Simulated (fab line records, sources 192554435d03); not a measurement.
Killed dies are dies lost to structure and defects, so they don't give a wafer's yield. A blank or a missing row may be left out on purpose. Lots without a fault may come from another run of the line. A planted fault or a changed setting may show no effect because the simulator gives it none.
Split-lot experiment | flow n5_finfet | 7 lots, 39 wafers read, on a route of 1938 steps

THE SPLIT
At N5_DUMMY_GATE_ALD_02 (deposits SiO2, target thk 2 nm, pulse time 1 s), the setting target_thk_a was moved away from the recipe's 20 angstrom on 15 of the 39 wafers read, by -32.4% to +54.4%. The other wafers ran this setting at the recipe's value.

The reading is taken at the split's own step.

THE READING
SiO2_of_DUMMY_GATE_ALD_02.thk_nm (the simulator's own value, which no gauge read), in nm, at N5_DUMMY_GATE_ALD_02 (deposits SiO2, target thk 2 nm, pulse time 1 s). The file gives no usual value for it.

wafer  | tool, chamber at the split | target_thk_a as run, angstrom | against the recipe | SiO2_of_DUMMY_GATE_ALD_02.thk_nm, nm | against lot-mates on the recipe
L078.1 | ald_sin-04, 1,2,1          | 30.87                         | +54.4%             | 3                                    | +1.0
L078.2 | ald_sin-04, 1,2,1          | 30.87                         | +54.4%             | 3                                    | +1.0
L078.5 | ald_sin-04, 1,2,1          | 30.87                         | +54.4%             | 3                                    | +1.0
L078.3 | ald_sin-04, 0,3,0          | 20                            | recipe             | 2                                    | -
L078.4 | ald_sin-04, 0,3,0          | 20                            | recipe             | 2                                    | -
L078.6 | ald_sin-04, 0,3,0          | 20                            | recipe             | 2                                    | -
L079.1 | ald_sin-02, 2,3,0          | 20                            | recipe             | 2                                    | -
L079.2 | ald_sin-02, 2,3,0          | 20                            | recipe             | 2                                    | -
L079.3 | ald_sin-02, 2,3,0          | 20                            | recipe             | 2                                    | -
L079.4 | ald_sin-02, 1,0,3          | 14.41                         | -27.9%             | 1.4                                  | -0.6
L079.5 | ald_sin-02, 1,0,3          | 14.41                         | -27.9%             | 1.4                                  | -0.6
L079.6 | ald_sin-02, 1,0,3          | 14.41                         | -27.9%             | 1.4                                  | -0.6
L082.1 | ald_sin-04, 2,0,0          | 20                            | recipe             | 2                                    | -
L082.4 | ald_sin-04, 2,0,0          | 20                            | recipe             | 2                                    | -
L082.6 | ald_sin-04, 2,0,0          | 20                            | recipe             | 2                                    | -
L086.1 | ald_sin-04, 2,1,0,3,3,2    | 20                            | recipe             | 2                                    | -
L086.2 | ald_sin-04, 2,1,0,3,3,2    | 20                            | recipe             | 2                                    | -
L086.3 | ald_sin-04, 2,1,0,3,3,2    | 20                            | recipe             | 2                                    | -
L086.4 | ald_sin-04, 2,1,0,3,3,2    | 20                            | recipe             | 2                                    | -
L086.5 | ald_sin-04, 2,1,0,3,3,2    | 20                            | recipe             | 2                                    | -
L086.6 | ald_sin-04, 2,1,0,3,3,2    | 20                            | recipe             | 2                                    | -
L090.1 | ald_sin-04, 2,3,1          | 16.49                         | -17.6%             | 1.6                                  | -0.4
L090.3 | ald_sin-04, 2,3,1          | 16.49                         | -17.6%             | 1.6                                  | -0.4
L090.4 | ald_sin-04, 2,3,1          | 16.49                         | -17.6%             | 1.6                                  | -0.4
L090.2 | ald_sin-04, 0,0,3          | 20                            | recipe             | 2                                    | -
L090.5 | ald_sin-04, 0,0,3          | 20                            | recipe             | 2                                    | -
L090.6 | ald_sin-04, 0,0,3          | 20                            | recipe             | 2                                    | -
L093.1 | ald_sin-03, 1,3,1          | 20                            | recipe             | 2                                    | -
L093.2 | ald_sin-03, 1,3,1          | 20                            | recipe             | 2                                    | -
L093.6 | ald_sin-03, 1,3,1          | 20                            | recipe             | 2                                    | -
L093.3 | ald_sin-03, 2,0,0          | 28.74                         | +43.7%             | 2.8                                  | +0.8
L093.4 | ald_sin-03, 2,0,0          | 28.74                         | +43.7%             | 2.8                                  | +0.8
L093.5 | ald_sin-03, 2,0,0          | 28.74                         | +43.7%             | 2.8                                  | +0.8
L097.1 | ald_sin-04, 0,2,0          | 13.53                         | -32.4%             | 1.4                                  | -0.6
L097.2 | ald_sin-04, 0,2,0          | 13.53                         | -32.4%             | 1.4                                  | -0.6
L097.3 | ald_sin-04, 0,2,0          | 13.53                         | -32.4%             | 1.4                                  | -0.6
L097.4 | ald_sin-04, 2,2,0          | 20                            | recipe             | 2                                    | -
L097.5 | ald_sin-04, 2,2,0          | 20                            | recipe             | 2                                    | -
L097.6 | ald_sin-04, 2,2,0          | 20                            | recipe             | 2                                    | -
Where a row lists several chambers, the file gives one row for several wafers and doesn't say which wafer went through which chamber.

THE FIT
A straight line over all 39 wafers: SiO2_of_DUMMY_GATE_ALD_02.thk_nm changes by +0.019 nm for each +1% of target_thk_a; r = +1.00; the points scatter about the line by 0.027 nm.
The same after taking each lot's own level away (the mean of its wafers on the recipe; 39 wafers): +0.019 nm for each +1%; r = +1.00; scatter 0.027 nm.
On that fit, the largest move of target_thk_a shifts the reading by 1 nm.
The lots' own levels span 2.00 to 2.00 nm.
So the lot-to-lot level changes the slope little: the two slopes agree.
Check: with one of the wafers moved furthest among these (+54.4%) left out of the fit, the line predicts +1.02 nm for it against its lot-mates. It came out at +1 nm against them.

OTHER SPLITS ON THESE WAFERS
These wafers also went through other splits before the reading. Each is held against what the fit with the lots' levels taken away leaves over:
other split on the same wafers          | wafers away from the commonest value | r with SiO2_of_DUMMY_GATE_ALD_02.thk_nm (lot level and that fit taken away)
N5_ZERO_LAYER_DEVELOP_10 develop_time_s | 12                                   | -0.04

THE FILE'S OWN FIT
SiO2_of_DUMMY_GATE_ALD_02.thk_nm changes by +0.0189 nm for each +1% of target_thk_a, r = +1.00.
